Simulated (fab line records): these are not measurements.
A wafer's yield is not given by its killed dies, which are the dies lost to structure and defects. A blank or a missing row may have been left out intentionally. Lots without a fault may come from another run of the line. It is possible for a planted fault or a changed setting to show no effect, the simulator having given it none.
fab line records    flow n5-finfet
record lots=5  wafers=14  last-day=16
route steps=1938 shown BEOL_M0_SAQP@687 BEOL_M4@1111 PASSIVATION@1936
lots that met no fault: taken from a fault-free run of the same line
start-h: hours from the record's opening day to when the first of the lot's shown wafers began    wait-h: how many hours have passed since the lot's step before this one    " the same as in the row above    L1.1+2: several wafers, shown together as one row    - no value, or no start given    * or withheld: withheld    < > ~ a bound
route shown NAME@n: names a module that has steps shown in the file, with the first one's number in the route    usual: mean and standard deviation over wafers with no fault    same: alike in all rows    chamber/n: place in a boat    sites: each site's reading    _std_site: the standard deviation of these    _edge_site: inner sites' mean taken away from outer sites' mean    radius-mm: for every site, how far away it sits from the centre of the wafer    mask NAME#n: copy n    behind: the tool/chamber that last shaped the wafer    hold: cause of the lot's hold/its duration in hours/its outcome    device: whichever transistor did not switch (one of n, p or np)    end of line: tests run on the same wafers once the route is complete    a step given without rows: its recipe and nothing more    killed: at the first sort, the dies lost to defects and structure; wafer yield is something else    map: the dies of a wafer, with x for killed, . for not killed, _ for no die there
set.NAME: the setting as run; set.NAME@STEP: as run at that earlier step    model.NAME: the simulator's own value behind a step, which no gauge read
lots seen at some steps along the route; tables by step, rows by wafer
services: when a tool's chamber went out of use (start-h, in hours from the record's first day, below 0 if earlier), for how many hours, and the reason
## steps
# step N5_BEOL_M0_SAQP_PEB_38
# recipe peb-temp-c=100  peb-time-s=60  resist=CAR-EUV
# step N5_BEOL_M0_SAQP_DEVELOP_39
# recipe develop-time-s=30  developer=TMAH  resist=CAR-EUV  rinse-liquid=surfactant-rinse  dry=air-spin  dev-temp-c=23
# step N5_BEOL_M0_SAQP_DESCUM_45
# recipe chemistry=O2  time-s=7  source-power-w=50  bias-power-w=20  pressure-mtorr=20  rf-frequency-hz=2.712e+07  temp-c=40  resist=CAR-EUV  o2-flow-sccm=225
# step N5_BEOL_M0_SAQP_ETCH_88
# recipe chemistry=N2/H2  target=underlayer  target-depth-a=65  time-s=5.2  ion-energy-ev=200  mask-material=CAR-EUV  pressure-mtorr=30  source-w=840  bias-w=150  n2-flow-sccm=200  h2-flow-sccm=200  ends=cleared
# step N5_BEOL_M0_SAQP_ETCH_73
# recipe chemistry=CF4  target=SiARC  target-depth-a=195  mask-material=CAR-EUV  time-s=32.5  ion-energy-ev=80  pressure-mtorr=40  source-w=545  bias-w=36  Ar_flow_sccm=100  cf4-flow-sccm=100  ends=cleared
# step N5_BEOL_M0_SAQP_CUT_ETCH_46
# recipe chemistry=N2/H2  target=SOC  target-depth-a=1350  overetch-a=270  temp-c=40  time-s=202.5  ion-energy-ev=200  mask-material=SiARC  pressure-mtorr=30  source-w=840  bias-w=150  n2-flow-sccm=200  h2-flow-sccm=200
# step N5_BEOL_M0_SAQP_STRIP_74
# recipe chemistry=N2/H2  temp-c=40  n2-flow-sccm=200  h2-flow-sccm=200  rf-frequency-hz=6e+07
# step N5_BEOL_M0_SAQP_STRIP_89
# recipe chemistry=N2/H2  temp-c=40  n2-flow-sccm=200  h2-flow-sccm=200  rf-frequency-hz=6e+07
# step N5_BEOL_M0_SAQP_ALD_48
# recipe material=SiO2  target-thk-a=200  temp-c=100  ald-precursor-family=BDEAS  ald-co-reactant=O2-plasma  pulse-time-s=1  co-reactant-pulse-time-s=1  purge-time-s=2  co-reactant-purge-time-s=2  ald-cycles=139  pressure-torr=2
# step N5_BEOL_M0_SAQP_ETCH_49
# recipe chemistry=CF4/O2  target-depth-a=370  target=SiO2  pressure-mtorr=40  source-w=535  bias-w=49  Ar_flow_sccm=100  cf4-flow-sccm=100  O2_flow_sccm=10  ion-energy-ev=100
# usual O2_flow_sccm=10.01/0.031  bias-w=49.01/0.13  drypump-motor-current-A=5.6/0.54  oes-product-au=0.77/0.07  rf-vpp-V=239/5.6  showerhead-plenum-p-Torr=2.21/0.082  throttle-valve-pct=15.80/0.24
lot.wafer  tool         chamber  start-h  wait-h  O2_flow_sccm  bias-w  drypump-motor-current-A  oes-product-au  rf-hours-counter-h  rf-vpp-V  showerhead-plenum-p-Torr  throttle-valve-pct  model.SOC_of_BEOL_M0_SAQP_COAT_69.thk-nm  model.BEOL_M0_SAQP.feature-depth-nm  model.SiARC_of_BEOL_M0_SAQP_COAT_72.thk-nm
L122.2     rie-diel-05  3        155.48   0.5     9.96          49.11   5.8                      0.71            204                 246       2.27                      15.64               70.8                                      36.8                                 0
L122.3     "            0        "        "       10.01         49.03   5.6                      0.77            112                 230       2.06                      15.79               70.6                                      36.8                                 0
L122.5     "            1        "        "       10.05         49.24   6.1                      0.85            -                   238       2.33                      15.59               71.2                                      36.8                                 0
L133.1     rie-diel-05  0        220.13   0.3     -             -       -                        -               -                   -         -                         -                   90.2                                      30.6                                 5
L133.3     "            3        "        "       -             -       -                        -               -                   -         -                         -                   90.2                                      29.4                                 4.4
L133.5     "            1        "        "       -             -       -                        -               -                   -         -                         -                   90.2                                      30                                   5
L134.2     rie-diel-01  2        228.46   0.3     -             -       -                        -               -                   -         -                         -                   89.8                                      30.4                                 4.6
L134.3     "            0        "        "       -             -       -                        -               -                   -         -                         -                   89.4                                      29.8                                 4.8
L134.4     "            3        "        "       -             -       -                        -               -                   -         -                         -                   89.6                                      29.6                                 4.8
L135.1     rie-diel-01  1        232.71   0.4     -             -       -                        -               -                   -         -                         -                   90.2                                      30.2                                 5.4
L135.4     "            1        "        "       -             -       -                        -               -                   -         -                         -                   90.2                                      30.2                                 5
L135.6     "            3        "        "       -             -       -                        -               -                   -         -                         -                   90                                        29.8                                 5.2
L136.1     rie-diel-03  3        235.86   0.3     10.03         49.03   5.4                      0.68            247                 233       2.26                      15.93               71.2                                      35.8                                 0
L136.5     "            3        "        "       10.05         49.00   5.4                      0.69            -                   234       2.26                      15.93               70.8                                      36.4                                 0
# step N5_BEOL_M0_SAQP_STRIP_75
# recipe chemistry=CF4  resist=SiARC  power-w=300  bias-power-w=75  pressure-mtorr=50  cf4-flow-sccm=150  rf-frequency-hz=6e+07
# usual drypump-motor-current-A=5.6/0.54  oes-product-au=0.180/0.016  rf-vpp-V=271.2/1.7  showerhead-plenum-p-Torr=1.80/0.068  throttle-valve-pct=13.55/0.24
lot.wafer  tool         chamber  start-h  wait-h  drypump-motor-current-A  oes-product-au  rf-hours-counter-h  rf-vpp-V  showerhead-plenum-p-Torr  throttle-valve-pct  model.SiO2_of_BEOL_M0_SAQP_ALD_48.thk-nm
L122.2     rie-diel-05  3        155.58   0.1     5.8                      0.167           204                 271.8     1.85                      13.40               14.6
L122.3     "            0        "        "       5.6                      0.175           112                 266.6     1.67                      13.50               14.6
L122.5     "            1        "        "       6.1                      0.199           -                   272.8     1.90                      13.36               14.8
L133.1     rie-diel-05  0        220.23   0.1     5.6                      0.747           130                 268.7     1.67                      13.53               19.6
L133.3     "            3        "        "       5.8                      0.692           222                 274.1     1.84                      13.45               19.6
L133.5     "            1        "        "       6.1                      0.811           -                   274.4     1.90                      13.41               19.6
L134.2     rie-diel-01  2        228.56   0.1     5.0                      0.676           249                 270.6     1.78                      14.17               19.6
L134.3     "            0        "        "       4.9                      0.834           75                  271.2     1.81                      13.51               19.8
L134.4     "            3        "        "       5.4                      0.684           217                 269.6     1.71                      13.65               19.6
L135.1     rie-diel-01  1        232.81   0.1     5.7                      0.829           59                  272.6     1.82                      13.55               19.6
L135.4     "            1        "        "       5.8                      0.826           -                   271.9     1.82                      13.54               19.6
L135.6     "            3        "        "       5.3                      0.679           -                   268.6     1.71                      13.66               19.8
L136.1     rie-diel-03  3        235.96   0.1     5.4                      0.162           247                 271.9     1.84                      13.69               15.4
L136.5     "            3        "        "       5.4                      0.166           -                   271.3     1.84                      13.71               14.8
# step N5_BEOL_M4_RC_MEAS_101
# usual DIBL_N=36.3/1.6  DIBL_P=36.2/2.1  IOFF_N=0.16/0.031  IOFF_P=0.21/0.034  ION_N=673/11  ION_P=461/7.4  SS_N=71.6/0.55  SS_P=73.3/0.66  VT_N=251/3.2  VT_P=-251/3.5
lot.wafer  tool       chamber  start-h  wait-h  DIBL_N[mV/V]  DIBL_P[mV/V]  IOFF_N[nA/um]  IOFF_P[nA/um]  ION_N[uA/um]  ION_P[uA/um]  SS_N[mV/dec]  SS_P[mV/dec]  VT_N[mV]  VT_P[mV]
L122.2     prober-01  0        204.88   0.2     35.2          34.9          0.13           0.17           663           448           71.0          72.3          254       -255
L122.3     "          0        "        "       34.4          33.3          0.12           0.16           669           458           71.0          72.1          255       -258
L122.5     "          0        "        "       36.8          36.8          0.16           0.21           687           463           70.9          73.3          248       -252
L136.1     prober-01  0        280.98   0.0     37.6          36.2          0.15           0.19           664           454           72.1          73.3          252       -252
L136.5     "          0        "        "       36.0          35.4          0.13           0.19           661           454           72.1          73.5          254       -254
# step N5_PASSIVATION_PROBE_49
# usual defect-limited-yield=91.5/1.5  killed_at_M0_to_M3=32/9.4  killed_at_M4_up=12/5.1  killed-at-contacts=11/7.4  killed-at-front-end=41/11  killed-at-other=3.4/2.5  killed-dies=100/17  killed-on-rim=13/4.4  killed-open=65/14  killed-short=33/7  sort_bin_5_function=4.9/0.96  sort_bin_6_memory=3.1/0.7  sort-n-pass=1080/17  sort-yield-pct=91.5/1.5
# same gross-dies=1180  killed-at-back-side=0  sort_bin_4_leakage[%]=0  sort_bin_8_speed[%]=0
lot.wafer  tool       chamber  start-h  wait-h  defect-limited-yield[%]  killed_at_M0_to_M3  killed_at_M4_up  killed-at-contacts  killed-at-front-end  killed-at-other  killed-dies  killed-on-rim  killed-open  killed-short  sort_bin_5_function[%]  sort_bin_6_memory[%]  sort-n-pass  sort-yield-pct[%]
L133.1     prober-01  -        351.80   0.0     0                        1117                14               7                   39                   3                1180         152            53           43            96.7                    2.9                   0            0
L133.3     prober-01  -        351.90   0.1     0                        1136                3                13                  28                   0                1180         152            46           23            97.3                    2.5                   0            0
L133.5     prober-01  -        352.00   0.2     0                        1110                11               12                  47                   0                1180         152            61           34            96.4                    3.6                   0            0
L134.2     prober-02  -        355.39   0.1     0                        1143                5                8                   22                   2                1180         152            34           22            98.2                    1.7                   0            0
L134.3     prober-02  -        355.44   0.1     0                        1103                18               6                   44                   9                1180         152            65           45            96.3                    3.1                   0            0
L134.4     prober-02  -        355.49   0.2     0                        1123                14               8                   33                   2                1180         152            66           32            96.4                    3.1                   0            0
L135.1     prober-01  -        359.79   0.0     0                        1135                5                11                  25                   4                1180         152            59           20            98.5                    1.3                   0            0
L135.4     prober-01  -        359.94   0.2     0                        1138                4                9                   21                   8                1180         152            56           24            97.4                    2.1                   0            0
L135.6     prober-01  -        360.04   0.3     0                        1131                10               5                   32                   2                1180         152            44           25            97.8                    2.1                   0            0
# killed by level:class
L133.1 BEOL_M0_SAQP:area-etch=1084 FIN_SAQP:geometric-particle:short=9 GATE_CUT:geometric-particle:short=8 STI_FIN_REVEAL:geometric-particle:open=7 BEOL_M0_SAQP:geometric-particle:short=7 MOL_CONTACT_COAG:geometric-particle:open=6 BEOL_M2:geometric-particle:open=6 BEOL_M5:geometric-particle:open=5
L133.3 BEOL_M0_SAQP:area-etch=1111 MOL_CONTACT_COAG:geometric-particle:open=10 FIN_SAQP:geometric-particle:open=7 STI_FIN_REVEAL:geometric-particle:open=7 BEOL_M3:geometric-particle:open=7 BEOL_M0_SAQP:geometric-particle:short=5 DUMMY_GATE:geometric-particle:open=4 BEOL_M2:geometric-particle:open=4
L133.5 BEOL_M0_SAQP:area-etch=1085 MOL_CONTACT_COAG:geometric-particle:open=11 STI_FIN_REVEAL:geometric-particle:open=8 FIN_SAQP:geometric-particle:short=7 GATE_CUT:geometric-particle:short=7 BEOL_M2:geometric-particle:open=6 BEOL_M0_SAQP:geometric-particle:short=5 BEOL_M0_SAQP:geometric-particle:open=5
L134.2 BEOL_M0_SAQP:area-etch=1124 BEOL_M0_SAQP:geometric-particle:open=4 MOL_CONTACT_COAG:geometric-particle:open=4 MOL_CONTACT_COAG:geometric-particle:short=4 BEOL_M2:geometric-particle:open=4 FIN_SAQP:geometric-particle:short=3 ILD0:geometric-particle:short=3 BEOL_M1:geometric-particle:open=3
L134.3 BEOL_M0_SAQP:area-etch=1070 FIN_SAQP:geometric-particle:open=13 BEOL_M0_SAQP:geometric-particle:short=8 BEOL_M0_SAQP:geometric-particle:open=8 BEOL_M4:geometric-particle:open=8 MIM_TOP_ETCH:geometric-particle:short=6 FIN_SAQP:geometric-particle:short=5 DUMMY_GATE:geometric-particle:open=5
L134.4 BEOL_M0_SAQP:area-etch=1082 FIN_SAQP:geometric-particle:open=8 BEOL_M0_SAQP:geometric-particle:open=8 BEOL_M0_SAQP:geometric-particle:short=8 BEOL_M2:geometric-particle:open=7 MOL_CONTACT_COAG:geometric-particle:open=6 BEOL_M3:geometric-particle:open=6 FIN_SAQP:geometric-particle:short=5
L135.1 BEOL_M0_SAQP:area-etch=1101 MOL_CONTACT_COAG:geometric-particle:open=10 BEOL_M2:geometric-particle:open=9 BEOL_M0_SAQP:geometric-particle:open=8 BEOL_M0_SAQP:geometric-particle:short=6 BEOL_M3:geometric-particle:open=5 STI_FIN_REVEAL:geometric-particle:open=4 STARTING-WAFER:geometric-particle:open=4
L135.4 BEOL_M0_SAQP:area-etch=1100 BEOL_M0_SAQP:geometric-particle:open=15 MOL_CONTACT_COAG:geometric-particle:open=8 BEOL_M0_SAQP:geometric-particle:short=8 BEOL_M2:geometric-particle:open=6 GATE_CUT:geometric-particle:short=4 MIM_TOP_ETCH:geometric-particle:open=4 FIN_SAQP:geometric-particle:open=3
L135.6 BEOL_M0_SAQP:area-etch=1110 GATE_CUT:geometric-particle:short=8 BEOL_M0_SAQP:geometric-particle:short=6 BEOL_M1:geometric-particle:open=6 MOL_CONTACT_COAG:geometric-particle:open=5 DUMMY_GATE:geometric-particle:open=4 BEOL_M0_SAQP:geometric-particle:open=4 SPACER0:geometric-particle:short=3
# map L133.1 (x killed, . not)
_________________xxxxxxxxxxxx________________
______________xxxxxxxxxxxxxxxxxx_____________
___________xxxxxxxxxxxxxxxxxxxxxxxx__________
__________xxxxxxxxxxxxxxxxxxxxxxxxxx_________
________xxxxxxxxxxxxxxxxxxxxxxxxxxxxxx_______
_______xxxxxxxxxxxxxxxxxxxxxxxxxxxxxxxx______
______xxxxxxxxxxxxxxxxxxxxxxxxxxxxxxxxxx_____
_____xxxxxxxxxxxxxxxxxxxxxxxxxxxxxxxxxxxx____
____xxxxxxxxxxxxxxxxxxxxxxxxxxxxxxxxxxxxxx___
___xxxxxxxxxxxxxxxxxxxxxxxxxxxxxxxxxxxxxxxx__
___xxxxxxxxxxxxxxxxxxxxxxxxxxxxxxxxxxxxxxxx__
__xxxxxxxxxxxxxxxxxxxxxxxxxxxxxxxxxxxxxxxxxx_
__xxxxxxxxxxxxxxxxxxxxxxxxxxxxxxxxxxxxxxxxxx_
_xxxxxxxxxxxxxxxxxxxxxxxxxxxxxxxxxxxxxxxxxxxx
_xxxxxxxxxxxxxxxxxxxxxxxxxxxxxxxxxxxxxxxxxxxx
_xxxxxxxxxxxxxxxxxxxxxxxxxxxxxxxxxxxxxxxxxxxx
_xxxxxxxxxxxxxxxxxxxxxxxxxxxxxxxxxxxxxxxxxxxx
_xxxxxxxxxxxxxxxxxxxxxxxxxxxxxxxxxxxxxxxxxxxx
_xxxxxxxxxxxxxxxxxxxxxxxxxxxxxxxxxxxxxxxxxxxx
_xxxxxxxxxxxxxxxxxxxxxxxxxxxxxxxxxxxxxxxxxxxx
_xxxxxxxxxxxxxxxxxxxxxxxxxxxxxxxxxxxxxxxxxxxx
__xxxxxxxxxxxxxxxxxxxxxxxxxxxxxxxxxxxxxxxxxx_
__xxxxxxxxxxxxxxxxxxxxxxxxxxxxxxxxxxxxxxxxxx_
___xxxxxxxxxxxxxxxxxxxxxxxxxxxxxxxxxxxxxxxx__
___xxxxxxxxxxxxxxxxxxxxxxxxxxxxxxxxxxxxxxxx__
____xxxxxxxxxxxxxxxxxxxxxxxxxxxxxxxxxxxxxx___
_____xxxxxxxxxxxxxxxxxxxxxxxxxxxxxxxxxxxx____
______xxxxxxxxxxxxxxxxxxxxxxxxxxxxxxxxxx_____
_______xxxxxxxxxxxxxxxxxxxxxxxxxxxxxxxx______
________xxxxxxxxxxxxxxxxxxxxxxxxxxxxxx_______
__________xxxxxxxxxxxxxxxxxxxxxxxxxx_________
___________xxxxxxxxxxxxxxxxxxxxxxxx__________
______________xxxxxxxxxxxxxxxxxx_____________
_________________xxxxxxxxxxxx________________
# map L134.2 (x killed, . not)
_________________xxxxxxxxxxxx________________
______________xxxxxxxxxxxxxxxxxx_____________
___________xxxxxxxxxxxxxxxxxxxxxxxx__________
__________xxxxxxxxxxxxxxxxxxxxxxxxxx_________
________xxxxxxxxxxxxxxxxxxxxxxxxxxxxxx_______
_______xxxxxxxxxxxxxxxxxxxxxxxxxxxxxxxx______
______xxxxxxxxxxxxxxxxxxxxxxxxxxxxxxxxxx_____
_____xxxxxxxxxxxxxxxxxxxxxxxxxxxxxxxxxxxx____
____xxxxxxxxxxxxxxxxxxxxxxxxxxxxxxxxxxxxxx___
___xxxxxxxxxxxxxxxxxxxxxxxxxxxxxxxxxxxxxxxx__
___xxxxxxxxxxxxxxxxxxxxxxxxxxxxxxxxxxxxxxxx__
__xxxxxxxxxxxxxxxxxxxxxxxxxxxxxxxxxxxxxxxxxx_
__xxxxxxxxxxxxxxxxxxxxxxxxxxxxxxxxxxxxxxxxxx_
_xxxxxxxxxxxxxxxxxxxxxxxxxxxxxxxxxxxxxxxxxxxx
_xxxxxxxxxxxxxxxxxxxxxxxxxxxxxxxxxxxxxxxxxxxx
_xxxxxxxxxxxxxxxxxxxxxxxxxxxxxxxxxxxxxxxxxxxx
_xxxxxxxxxxxxxxxxxxxxxxxxxxxxxxxxxxxxxxxxxxxx
_xxxxxxxxxxxxxxxxxxxxxxxxxxxxxxxxxxxxxxxxxxxx
_xxxxxxxxxxxxxxxxxxxxxxxxxxxxxxxxxxxxxxxxxxxx
_xxxxxxxxxxxxxxxxxxxxxxxxxxxxxxxxxxxxxxxxxxxx
_xxxxxxxxxxxxxxxxxxxxxxxxxxxxxxxxxxxxxxxxxxxx
__xxxxxxxxxxxxxxxxxxxxxxxxxxxxxxxxxxxxxxxxxx_
__xxxxxxxxxxxxxxxxxxxxxxxxxxxxxxxxxxxxxxxxxx_
___xxxxxxxxxxxxxxxxxxxxxxxxxxxxxxxxxxxxxxxx__
___xxxxxxxxxxxxxxxxxxxxxxxxxxxxxxxxxxxxxxxx__
____xxxxxxxxxxxxxxxxxxxxxxxxxxxxxxxxxxxxxx___
_____xxxxxxxxxxxxxxxxxxxxxxxxxxxxxxxxxxxx____
______xxxxxxxxxxxxxxxxxxxxxxxxxxxxxxxxxx_____
_______xxxxxxxxxxxxxxxxxxxxxxxxxxxxxxxx______
________xxxxxxxxxxxxxxxxxxxxxxxxxxxxxx_______
__________xxxxxxxxxxxxxxxxxxxxxxxxxx_________
___________xxxxxxxxxxxxxxxxxxxxxxxx__________
______________xxxxxxxxxxxxxxxxxx_____________
_________________xxxxxxxxxxxx________________
## services
tool         chamber  start-h  hours  kind
rie-diel-01  1        140.00   12.9   repair
rie-diel-05  -        159.79   0.5    repair
rie-diel-03  0        181.89   7.9    repair
rie-diel-01  -        191.85   2.8    pm
rie-diel-01  3        211.88   14.8   repair
rie-diel-01  2        230.42   -      clean
rie-diel-01  2        230.42   -      consumable-replace:focus-ring
rie-diel-01  2        230.42   13.2   scheduled-down
rie-diel-01  2        230.42   13.2   vent-cycle
rie-diel-03  3        232.01   2.0    repair
## key
first-sign step=N5_BEOL_M0_SAQP_ETCH_49  reading=tool-record  direction=missing
effect step=N5_BEOL_M0_SAQP_STRIP_75  reading=oes-product-au  direction=up  sigmas=36  usual=0.180  struck=0.753
effect step=N5_PASSIVATION_PROBE_49  reading=killed_at_M0_to_M3  direction=up  sigmas=99+  usual=32  struck=1126
model-effect step=N5_BEOL_M0_SAQP_ETCH_49  value=SOC_of_BEOL_M0_SAQP_COAT_69.thk-nm  without=70.96  struck=89.98
model-effect step=N5_BEOL_M0_SAQP_STRIP_75  value=SiO2_of_BEOL_M0_SAQP_ALD_48.thk-nm  without=14.91  struck=19.64
more-kills-born-at N5_BEOL_M0_SAQP_ETCH_49@rie-diel-01=6587  N5_BEOL_M0_SAQP_ETCH_49@rie-diel-05=3280
met-at N5_BEOL_M0_SAQP_ETCH_49
struck-wafers L133.1,L133.3,L133.5,L134.2,L134.3,L134.4,L135.1,L135.4,L135.6
later-rows-left-out L133.1,L133.3,L133.5,L134.2,L134.3,L134.4,L135.1,L135.4,L135.6
onset-between 155.48 220.13
fault kind=skipped-step-whole  tool=rie-diel-01,rie-diel-05  chamber=-  onset-h=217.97  steps=N5_BEOL_M0_SAQP_ETCH_49  scope=struck-lots-only
# later-rows-left-out: the simulator's readings of these wafers behind a module that went badly wrong aren't trusted and aren't shown, but for the sort
